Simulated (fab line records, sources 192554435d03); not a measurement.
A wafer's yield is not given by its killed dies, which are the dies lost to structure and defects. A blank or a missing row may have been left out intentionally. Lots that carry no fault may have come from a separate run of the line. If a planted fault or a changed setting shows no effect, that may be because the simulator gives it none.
A struck lot beside a sound one	flow n5Finfet	14 out of 1938 route steps
Sound: the wafers L401.1, L401.3, L401.6. Struck: wafer L396.4 (L396.1, L396.5, from the same lot, were not struck and are left out); the cause is given at the end.
Per side, at each step with rows, come the tool, then ch with its chambers, and then its first start. Under that, the readings that differ: sound wafers	struck wafers	difference of the means	sigmas: that difference in standard deviations of wafers without a fault.
alike: words and numbers the same on both sides, and readings whose means are apart by under 2 such deviations; not compared: readings that were withheld, readings missing a value for some wafer, numbers with overlapping values and no deviation given by the record, and bounds like >300 which may hide the same value.
The two part at a step that has a row with sigmas, a row that says differs or no value, or rows on one side only. Non-overlapping numbers with no deviation appear without sigmas and do not part them. A reading that every wafer of one side lacks parts them only if that side has two wafers or more.

first, 9 steps without rows for these wafers: N5_FIN_CUT_PEB_06 (peb time 60 s); N5_FIN_CUT_DEVELOP_07 (develop time 30 s); N5_FIN_CUT_DESCUM_13 (chemistry O2, time 7 s); N5_FIN_CUT_ETCH_30 (etches underlayer in N2/H2, target depth 13 nm, time 10.4 s); N5_FIN_CUT_ETCH_20 (etches SiARC in CF4, target depth 26 nm, time 43.3 s); N5_FIN_CUT_ETCH_21 (etches SOC in N2/H2, target depth 219 nm, overetch 43.8 nm, time 523.5 s); N5_FIN_CUT_STRIP_23 (strips in N2/H2); N5_FIN_CUT_STRIP_31 (strips in N2/H2); N5_FIN_CUT_STRIP_24 (strips in CF4).
N5_FIN_CUT_CUT_ETCH_26: etches SiNx in CH3F/O2, target depth 39 nm, time 55.7 s.
  sound on rieDiel-04 ch 0,3, day 4 15:50; struck on rieDiel-06 ch 2, day 3 10:41
reading	sound	struck	difference	sigmas
oes_f_703_au (a.u.)	0.76 0.86 0.76	0.57	-0.22	-2
rfFwdPowerW (W)	392.5 390.7 393.0	296.4	-95.7	-64
rfVppV (V)	293 308 293	344	+46	+5
model.etch.depthNm (nm)	39.28 38.51 39.67	35.41	-3.74	
model.SOC_of_FIN_CUT_COAT_18.thkNm (nm)	211.6 211.4 211.8	213	+1	
  alike: drypumpMotorCurrentA, oesProductAu, showerheadPlenumPTorr, throttleValvePct
  not compared: rfHoursCounterH
N5_FIN_CUT_CUT_ETCH_27: etches SiO2 in CHF3/O2, target depth 4 nm, overetch 2 nm, time 4.9 s.
  sound on rieDiel-04 ch 0,3, day 4 15:53; struck on rieDiel-06 ch 2, day 3 10:44
reading	sound	struck	difference	sigmas
model.SOC_of_FIN_CUT_COAT_18.thkNm (nm)	207.8 207.6 208	209	+1	
  alike: drypumpMotorCurrentA, oes_f_703_au, oesProductAu, rfFwdPowerW, rfVppV, showerheadPlenumPTorr, throttleValvePct
  not compared: rfHoursCounterH
then, 1 step without rows for these wafers: N5_FIN_CUT_PRECLEAN_35 (cleans in vHF, time 13.3 s).
-- the record jumps here: 6 days lie between the struck wafers' starts before and after (it left off in module FIN_CUT and takes up again in module BEOL_M4, whose first step shown is number 1111 of the route) --
N5_BEOL_M4_RC_MEAS_101:
  sound on prober-01 ch 0, day 11 11:25; struck on prober-02 ch 0, day 8 23:47
reading	sound	struck	difference	sigmas
ION_N (uA/um)	683 710 683	648	-44	-3
ION_P (uA/um)	473 487 476	452	-27	-3
  alike: DIBL_N, DIBL_P, IOFF_N, IOFF_P, SS_N, SS_P, VT_N, VT_P
-- record jumps: 5 days separate the struck wafers' starts on either side; left off in module BEOL_M4, taken up again in module PASSIVATION, whose first shown step is the route's number 1936 --
N5_PASSIVATION_PROBE_49:
  sound: prober-02 at day 16 12:00; struck: prober-02 at day 13 19:28
reading	sound	struck	difference	sigmas
killed_at_M4_up	31 34 24	7	-23	-4
sort_bin_5_function (%)	6.3 4.6 5.9	3.6	-2.0	-2
  alike: defectLimitedYield, killed_at_M0_to_M3, killedAtContacts, killedAtFrontEnd, killedAtOther, killedDies, killedOpen, killedShort, sort_bin_6_memory, sort_bin_8_speed, sortNPass, sortYieldPct

WHERE THEY PART
First at N5_FIN_CUT_CUT_ETCH_26; last, within this record, at N5_PASSIVATION_PROBE_49.

WHY: what the simulator had put in
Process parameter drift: rieDiel-06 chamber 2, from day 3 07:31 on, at N5_FIN_CUT_CUT_ETCH_26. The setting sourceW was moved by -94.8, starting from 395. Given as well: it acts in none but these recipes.
